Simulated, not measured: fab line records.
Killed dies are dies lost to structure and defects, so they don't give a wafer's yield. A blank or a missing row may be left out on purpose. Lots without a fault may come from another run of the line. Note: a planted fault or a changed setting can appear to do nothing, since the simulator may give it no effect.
fab line records	flow nand-harc
record: lots: 6	wafers: 18	last-day: 32
route steps=1302 shown A_DECK1_JOINT@539 A_ONON_D2@545 END@1302
lots that met no fault: taken from a fault-free run of the same line
start-h: hours from the record's first day to the start of the lot's first wafer shown	wait-h: hours from the lot's prior step to this one	" same as the row above	L1.1+2: a single row standing in for several wafers	- either no value or no given start	* or withheld: withheld	< > ~ a bound
route shown NAME@n: NAME is a module with steps in the file, n the number in the route of the first one	usual: average and standard deviation across the fault-free wafers	same: alike in all rows	chamber/n: place in a boat	sites: per-site readings	_std_site: their standard deviation	_edge_site: mean of outer sites minus mean of inner sites	radius-mm: for every site, how far away it sits from the centre of the wafer	mask NAME#n: copy n	behind: the last tool/chamber to shape the wafer	hold: why the lot was held/for how many hours/how that ended	device: the transistor (n, p or np) that didn't switch	end of line: tests of these same wafers at the route's end	a step given without rows: its recipe and nothing more	killed: dies lost to structure and defects at the first sort, not the wafer's yield	map: per-die view of a wafer (x killed, . not killed, _ where there is no die)
set.NAME: setting as actually run; set.NAME@STEP: the setting as run at that earlier step	model.NAME: the simulator's own value behind a step, which no gauge read
lots seen at some steps along the route; tables by step, rows by wafer
services: a tool's chamber out of use, with start hour (start-h, from the record's first day; less than 0 if before it), hours out, and reason
== steps ==
step: NHARC_A_DECK1_JOINT_CMP_02
recipe: material: SiOx
usual: motor-current-A: 12.3/1.1	pad-life-wafers: 191/100
lot.wafer	tool	chamber	start-h	wait-h	motor-current-A	pad-life-wafers
L526.3	cmp-02	2	299.46	0.4	12.6	254
L526.1	"	3	"	"	10.7	255
L526.6	"	1	"	"	13.3	-
L530.3	cmp-04	2	355.21	0.4	12.7	175
L530.4	"	0	"	"	10.7	177
L530.6	"	2	"	"	13.4	-
L531.2	cmp-03	2	359.21	0.4	12.1	336
L531.3	"	3	"	"	12.0	337
L531.6	"	2	"	"	12.3	-
L536.1	cmp-04	0	419.57	0.4	10.8	30
L536.2	"	2	"	"	13.3	32
L536.5	"	1	"	"	11.1	-
L538.2	cmp-03	0	426.44	0.4	12.8	207
L538.5	"	1	"	"	13.0	-
L538.6	"	2	"	"	12.2	-
L545.2	cmp-04	0	491.40	0.4	10.7	330
L545.1	"	2	"	"	13.0	332
L545.5	"	0	"	"	10.3	-
step: NHARC_A_DECK1_JOINT_SRD_15
step: NHARC_A_DECK1_JOINT_DEP_16
recipe: target-thk-a: 450	temp-c: 400	pressure-torr: 6.5	rf-w: 900	teos-flow-sccm: 161.4	flow-sccm: 2650	target-thk-nm: 45	gas: O2	material: SiO2
usual: chamber-pressure-Torr: 6.500/0.014	heater-power-w: 562/74	susceptor-temp-C: 400.03/0.23	throttle-valve-pct: 15.9/0.63
lot.wafer	tool	chamber	start-h	wait-h	chamber-pressure-Torr	heater-power-w	susceptor-temp-C	throttle-valve-pct
L526.1	pecvd-04	1	299.82	0.1	6.497	717	400.16	15.7
L526.3	"	2	"	"	6.525	574	399.71	15.9
L526.6	"	2	"	"	6.510	583	399.66	16.2
L530.3	pecvd-02	2	355.63	0.1	6.499	655	400.09	16.9
L530.6	"	1	"	"	6.513	501	400.16	15.5
L530.4	"	2	"	"	6.499	678	399.54	16.8
L531.3	pecvd-04	2	359.63	0.1	6.503	647	399.89	16.3
L531.2	"	0	"	"	6.519	630	399.94	15.7
L531.6	"	1	"	"	6.516	651	400.15	16.0
L536.1	pecvd-04	2	419.97	0.1	6.501	545	400.52	16.3
L536.2	"	0	"	"	6.509	584	400.07	15.8
L536.5	"	0	"	"	6.490	587	400.06	16.0
L538.2	pecvd-03	1	426.98	0.3	6.519	483	400.22	15.1
L538.5	"	2	"	"	6.528	554	399.80	16.6
L538.6	"	0	"	"	6.493	562	400.06	15.7
L545.2	pecvd-03	1	491.79	0.1	6.514	488	399.88	15.1
L545.1	"	0	"	"	6.481	558	399.90	15.9
L545.5	"	1	"	"	6.503	492	400.21	15.0
step: NHARC_A_DECK1_JOINT_THK_MEAS_17
recipe: thk-meas-gauge: ellipsometry
usual: thk-nm: 45.0/1.1
lot.wafer	tool	chamber	start-h	wait-h	thk-nm
L526.1	film-metro-02	-	300.08	0.2	45.1
L526.3	"	-	"	"	45.5
L526.6	"	-	"	"	46.3
L530.3	film-metro-01	-	355.86	0.2	44.6
L530.4	"	-	"	"	45.2
L530.6	"	-	"	"	45.2
L531.2	film-metro-02	-	359.88	0.2	45.2
L531.3	"	-	"	"	44.9
L531.6	"	-	"	"	43.5
L536.1	film-metro-01	-	420.25	0.3	43.3
L536.2	"	-	"	"	46.0
L536.5	"	-	"	"	46.3
L538.2	film-metro-02	-	427.20	0.2	45.7
L538.5	"	-	"	"	44.7
L538.6	"	-	"	"	43.1
L545.1	film-metro-01	-	492.07	0.2	44.6
L545.2	"	-	"	"	43.7
L545.5	"	-	"	"	46.2
step: NHARC_A_DECK1_JOINT_INSPECT_05
usual: raw-defect-count: 310/98
lot.wafer	tool	chamber	start-h	wait-h	raw-defect-count
L526.1	defect-inspect-02	-	300.11	0.0	417
L526.3	"	-	"	"	420
L526.6	"	-	"	"	583
L530.3	defect-inspect-01	-	355.89	0.0	241
L530.4	"	-	"	"	497
L530.6	"	-	"	"	332
L531.2	defect-inspect-02	-	359.92	0.0	186
L531.3	"	-	"	"	243
L531.6	"	-	"	"	212
L536.1	defect-inspect-02	-	420.29	0.0	236
L536.2	"	-	"	"	254
L536.5	"	-	"	"	161
L538.2	defect-inspect-02	-	427.24	0.0	392
L538.5	"	-	"	"	385
L538.6	"	-	"	"	327
L545.1	defect-inspect-02	-	492.11	0.0	251
L545.2	"	-	"	"	224
L545.5	"	-	"	"	321
step: NHARC_A_ONON_D2_DEP_00
recipe: target-thk-a: 10000	n2-flow-sccm: 2750	n2o-flow-sccm: 2000	nh3-flow-sccm: 500	sih4-flow-sccm: 210	temp-c: 400
step: NHARC_A_ONON_D2_THK_MEAS_02
recipe: thk-meas-gauge: ellipsometry
usual: thk-nm: 1001/9.5
lot.wafer	tool	chamber	start-h	wait-h	thk-nm
L526.1	film-metro-01	-	300.69	-	994
L526.3	"	-	"	"	996
L526.6	"	-	"	"	993
L530.3	film-metro-01	-	356.47	-	1005
L530.4	"	-	"	"	1004
L530.6	"	-	"	"	1003
L531.2	film-metro-01	-	360.49	-	990
L531.3	"	-	"	"	991
L531.6	"	-	"	"	988
L536.1	film-metro-02	-	420.87	-	1009
L536.2	"	-	"	"	1006
L536.5	"	-	"	"	1007
L538.2	film-metro-02	-	427.82	-	1007
L538.5	"	-	"	"	1008
L538.6	"	-	"	"	1008
L545.1	film-metro-02	-	492.69	-	1010
L545.2	"	-	"	"	1009
L545.5	"	-	"	"	1010
step: NHARC_A_ONON_D2_DEP_03
recipe: target-thk-a: 10000	n2-flow-sccm: 2750	n2o-flow-sccm: 2000	nh3-flow-sccm: 500	sih4-flow-sccm: 210	temp-c: 400
step: NHARC_A_ONON_D2_THK_MEAS_05
recipe: thk-meas-gauge: ellipsometry
usual: thk-nm: 997/12
lot.wafer	tool	chamber	start-h	wait-h	thk-nm
L526.1	film-metro-02	-	301.25	-	996
L526.3	"	-	"	"	997
L526.6	"	-	"	"	996
L530.3	film-metro-01	-	357.07	-	1006
L530.4	"	-	"	"	1006
L530.6	"	-	"	"	1007
L531.2	film-metro-01	-	361.06	-	991
L531.3	"	-	"	"	993
L531.6	"	-	"	"	993
L536.1	film-metro-01	-	421.43	-	988
L536.2	"	-	"	"	990
L536.5	"	-	"	"	990
L538.2	film-metro-01	-	428.37	-	1003
L538.5	"	-	"	"	1004
L538.6	"	-	"	"	1005
L545.1	film-metro-01	-	493.26	-	984
L545.2	"	-	"	"	987
L545.5	"	-	"	"	986
step: NHARC_A_ONON_D2_DEP_06
recipe: target-thk-a: 10000	n2-flow-sccm: 2750	n2o-flow-sccm: 2000	nh3-flow-sccm: 500	sih4-flow-sccm: 210	temp-c: 400
step: NHARC_A_ONON_D2_THK_MEAS_08
recipe: thk-meas-gauge: ellipsometry
usual: thk-nm: 999/13
lot.wafer	tool	chamber	start-h	wait-h	thk-nm
L526.1	film-metro-02	-	301.82	-	983
L526.3	"	-	"	"	985
L526.6	"	-	"	"	983
L530.3	film-metro-01	-	357.64	-	992
L530.4	"	-	"	"	993
L530.6	"	-	"	"	992
L531.2	film-metro-01	-	361.63	-	994
L531.3	"	-	"	"	994
L531.6	"	-	"	"	996
L536.1	film-metro-02	-	421.99	-	993
L536.2	"	-	"	"	994
L536.5	"	-	"	"	996
L538.2	film-metro-01	-	428.94	-	991
L538.5	"	-	"	"	991
L538.6	"	-	"	"	991
L545.1	film-metro-01	-	493.81	-	1028
L545.2	"	-	"	"	1025
L545.5	"	-	"	"	1028
step: NHARC_A_ONON_D2_DEP_09
recipe: target-thk-a: 10000	n2-flow-sccm: 2750	n2o-flow-sccm: 2000	nh3-flow-sccm: 500	sih4-flow-sccm: 210	temp-c: 400
usual: nh3-flow-sccm: 499.8/1.5	susceptor-temp-C: 400.01/0.21
lot.wafer	tool	chamber	start-h	wait-h	nh3-flow-sccm	susceptor-temp-C
L526.1	pecvd-onon-01	0	301.88	0.1	499.8	399.75
L526.3	"	0	"	"	499.6	399.75
L526.6	"	0	"	"	500.5	399.81
L530.3	pecvd-onon-01	0	357.81	0.2	500.0	400.03
L530.4	"	0	"	"	498.9	400.06
L530.6	"	0	"	"	499.2	400.07
L531.2	pecvd-onon-01	0	361.74	0.1	497.9	399.96
L531.3	"	0	"	"	499.9	399.62
L531.6	"	0	"	"	498.6	399.93
L536.1	pecvd-onon-01	0	422.05	0.1	500.9	400.38
L536.2	"	0	"	"	502.3	400.18
L536.5	"	0	"	"	501.3	400.26
L538.2	pecvd-onon-01	0	429.05	0.1	499.4	400.08
L538.5	"	0	"	"	499.5	399.95
L538.6	"	0	"	"	500.7	399.95
L545.1	pecvd-onon-03	0	493.87	0.1	500.8	400.33
L545.2	"	0	"	"	502.1	400.02
L545.5	"	0	"	"	500.5	399.98
step: NHARC_A_ONON_D2_THK_MEAS_11
recipe: thk-meas-gauge: ellipsometry
usual: thk-nm: 1002/10
lot.wafer	tool	chamber	start-h	wait-h	thk-nm
L526.1	film-metro-01	-	302.39	-	981
L526.3	"	-	"	"	982
L526.6	"	-	"	"	981
L530.3	film-metro-01	-	358.22	-	1059
L530.4	"	-	"	"	993
L530.6	"	-	"	"	1062
L531.2	film-metro-02	-	362.19	-	1008
L531.3	"	-	"	"	1076
L531.6	"	-	"	"	1078
L536.1	film-metro-01	-	422.56	-	1008
L536.2	"	-	"	"	1006
L536.5	"	-	"	"	1009
L538.2	film-metro-01	-	429.51	-	1012
L538.5	"	-	"	"	1013
L538.6	"	-	"	"	1013
L545.1	film-metro-02	-	494.38	-	1009
L545.2	"	-	"	"	1009
L545.5	"	-	"	"	1007
step: NHARC_A_ONON_D2_DEP_12
recipe: target-thk-a: 10000	n2-flow-sccm: 2750	n2o-flow-sccm: 2000	nh3-flow-sccm: 500	sih4-flow-sccm: 210	temp-c: 400
step: NHARC_END_SORT_01
recipe: temp-c: 25
usual: killed-at-array: 57/24	killed-at-other: 0.7/0.94	killed-at-periphery: 3.8/2.5	killed-dies: 62/23	killed-open: 3.1/1.8	killed-short: 2.5/1.6
same: gross-dies: 677
lot.wafer	tool	chamber	start-h	wait-h	killed-at-array	killed-at-other	killed-at-periphery	killed-dies	killed-open	killed-short
L526.1	prober-01	0	587.93	2.5	95	1	9	105	1	2
L526.3	prober-01	0	589.54	3.1	114	2	4	120	3	1
L526.6	prober-01	0	591.95	4.0	106	0	4	110	1	1
L531.2	prober-02	0	658.41	2.8	21	1	6	28	2	1
L531.3	prober-02	0	659.21	3.1	27	0	9	36	5	3
L531.6	prober-02	0	661.58	4.0	40	2	2	44	3	2
L530.4	prober-01	0	659.96	3.4	64	0	5	69	3	5
L536.1	prober-01	0	704.55	2.5	23	0	2	25	3	2
L536.2	prober-01	0	705.35	2.8	28	0	5	33	2	5
L536.5	prober-01	0	707.75	3.7	30	1	2	33	2	1
L545.1	prober-01	0	775.84	2.5	51	0	4	55	4	3
L545.2	prober-01	0	776.65	2.8	53	0	3	56	1	4
L545.5	prober-01	0	779.08	3.7	51	1	6	58	3	3
killed by level:class
L526.1 A_CHANNEL_HOLE_D2:chamber-film-flake=28 A_SLIT:chamber-film-flake=24 A_CHANNEL_HOLE_D1:chamber-film-flake=19 A_STAIRCASE:chamber-film-flake=10 P_GATE:chamber-film-flake=6 A_CONTACT:unspecified=4 A_CONTACT:chamber-film-flake=4 A_CHANNEL_FILL_D2:chamber-film-flake=3
L526.3 A_CHANNEL_HOLE_D1:chamber-film-flake=32 A_CHANNEL_HOLE_D2:chamber-film-flake=32 A_SLIT:chamber-film-flake=29 A_STAIRCASE:chamber-film-flake=7 P_GATE:chamber-film-flake=4 A_CONTACT:chamber-film-flake=4 A_CHANNEL_FILL_D2:chamber-film-flake=3 A_DECK1_JOINT:chamber-film-flake=2
L526.6 A_CHANNEL_HOLE_D2:chamber-film-flake=37 A_CHANNEL_HOLE_D1:chamber-film-flake=27 A_SLIT:chamber-film-flake=22 A_CHANNEL_FILL_D2:chamber-film-flake=5 A_STAIRCASE:chamber-film-flake=5 A_CONTACT:unspecified=5 P_STI:chamber-film-flake=2 A_DECK1_JOINT:chamber-film-flake=2
L531.2 A_CHANNEL_HOLE_D2:chamber-film-flake=10 A_CONTACT:chamber-film-flake=6 P_ZERO_WELL:chamber-film-flake=2 A_STAIRCASE:chamber-film-flake=2 P_GATE:geometric-particle:short=1 A_ONON_D1:geometric-particle:open=1 A_CHANNEL_FILL_D2:geometric-particle:open=1 P_STI:chamber-film-flake=1
L531.3 A_CHANNEL_HOLE_D2:chamber-film-flake=13 P_BONDPAD:chamber-film-flake=4 A_CHANNEL_HOLE_D1:chamber-film-flake=3 P_ZERO_WELL:chamber-film-flake=2 A_STAIRCASE:chamber-film-flake=2 A_CONTACT:chamber-film-flake=2 P_GATE:geometric-particle:open=1 P_CONTACT:geometric-particle:open=1
L530.4 A_CHANNEL_HOLE_D1:chamber-film-flake=29 A_CHANNEL_HOLE_D2:chamber-film-flake=18 A_CONTACT:chamber-film-flake=4 P_BONDPAD:chamber-film-flake=3 A_DECK1_JOINT:chamber-film-flake=3 A_ONON_D2:geometric-particle:open=2 A_ONON_D2:geometric-particle:short=2 A_CHANNEL_FILL_D2:geometric-particle:short=1
L531.6 A_CHANNEL_HOLE_D2:chamber-film-flake=13 A_CONTACT:chamber-film-flake=8 A_CHANNEL_HOLE_D1:chamber-film-flake=6 A_STAIRCASE:chamber-film-flake=5 THIN_TSV:chamber-film-flake=2 P_GATE:geometric-particle:short=1 A_ONON_D1:geometric-particle:open=1 A_ONON_D2:geometric-particle:open=1
L536.1 A_CHANNEL_HOLE_D1:chamber-film-flake=11 A_SLIT:chamber-film-flake=3 A_STAIRCASE:chamber-film-flake=2 A_CONTACT:chamber-film-flake=2 A_SOURCE_PLATE:geometric-particle:open=1 A_ONON_D1:geometric-particle:open=1 A_DECK1_JOINT:geometric-particle:short=1 A_SGD_CUT:geometric-particle:short=1
L536.2 A_CHANNEL_HOLE_D1:chamber-film-flake=11 P_GATE:chamber-film-flake=3 A_STAIRCASE:chamber-film-flake=3 A_SLIT:chamber-film-flake=3 A_CHANNEL_FILL_D1:geometric-particle:short=2 A_CHANNEL_FILL_D1:geometric-particle:open=2 P_M2:chamber-film-flake=2 A_WL_FILL:chamber-film-flake=2
L536.5 A_CHANNEL_HOLE_D1:chamber-film-flake=14 A_SLIT:chamber-film-flake=4 A_CONTACT:chamber-film-flake=4 P_GATE:chamber-film-flake=2 A_WL_FILL:chamber-film-flake=2 A_SOURCE_PLATE:geometric-particle:open=1 A_DECK1_JOINT:geometric-particle:open=1 A_ONON_D2:geometric-particle:short=1
L545.1 A_SLIT:chamber-film-flake=34 A_CONTACT:chamber-film-flake=6 A_CHANNEL_FILL_D1:geometric-particle:open=2 A_ONON_D2:geometric-particle:short=2 P_STI:chamber-film-flake=2 A_STAIRCASE:chamber-film-flake=2 A_CHANNEL_FILL_D1:chamber-film-flake=2 P_M0:geometric-particle:open=1
L545.2 A_SLIT:chamber-film-flake=36 A_CHANNEL_FILL_D2:chamber-film-flake=3 A_CONTACT:chamber-film-flake=3 P_STI:chamber-film-flake=2 A_CHANNEL_FILL_D1:chamber-film-flake=2 A_STAIRCASE:chamber-film-flake=2 A_ONON_D1:geometric-particle:short=1 A_CHANNEL_HOLE_D1:geometric-particle:short=1
L545.5 A_SLIT:chamber-film-flake=31 A_CONTACT:chamber-film-flake=8 P_STI:chamber-film-flake=5 A_CHANNEL_FILL_D2:chamber-film-flake=2 A_STAIRCASE:chamber-film-flake=2 P_CONTACT:geometric-particle:open=1 A_CHANNEL_FILL_D1:geometric-particle:open=1 A_DECK1_JOINT:geometric-particle:short=1
== services ==
tool	chamber	start-h	hours	kind
pecvd-02	0	276.65	2.2	repair
cmp-02	-	285.74	1.3	repair
pecvd-03	-	296.03	4.8	repair
cmp-03	-	309.67	2.8	repair
cmp-04	-	310.06	4.0	pm
cmp-02	-	326.53	19.9	repair
pecvd-02	0	339.44	6.0	repair
pecvd-03	-	366.00	13.0	pm
cmp-03	-	368.45	4.0	pm
cmp-02	-	372.75	2.1	repair
cmp-04	-	387.31	0.9	repair
cmp-04	-	390.45	2.1	repair
cmp-04	-	407.32	0.4	repair
cmp-04	-	408.06	4.0	pm
pecvd-onon-03	-	408.33	13.0	pm
pecvd-02	-	408.44	13.0	pm
cmp-04	-	425.79	1.1	repair
cmp-03	-	438.54	4.1	repair
pecvd-onon-01	-	450.00	13.0	pm
pecvd-04	-	450.49	13.0	pm
cmp-03	-	466.45	4.0	pm
cmp-04	-	467.08	3.2	repair
cmp-04	-	479.70	1.0	repair
pecvd-03	-	483.43	2.3	repair
== key ==
first-sign: step: NHARC_A_ONON_D2_THK_MEAS_11	reading: thk-nm	direction: up	sigmas: 6.5	usual: 1002	struck: 1069
effect none on later readings
met-at NHARC_A_ONON_D2_DEP_09
struck-wafers L530.3,L530.6,L531.3,L531.6
tester-left-out L530,L531
onset-between 301.88 357.81
fault: kind: process-parameter-drift	tool: pecvd-onon-01	chamber: -	onset-h: 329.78	steps: NHARC_A_ONON_D2_DEP_09	channel: target-thk-a	offset: *	shape: step	end-h: 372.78	scope: struck-wafers-only	acts-in: *	stated: *
tester-left-out: of these lots the tester's yield and bins aren't shown, on N5 and GAA mostly nor the transistor test; their killed dies are dies lost to structure and defects alone, not to doping, threshold or leakage, so they don't give the yield
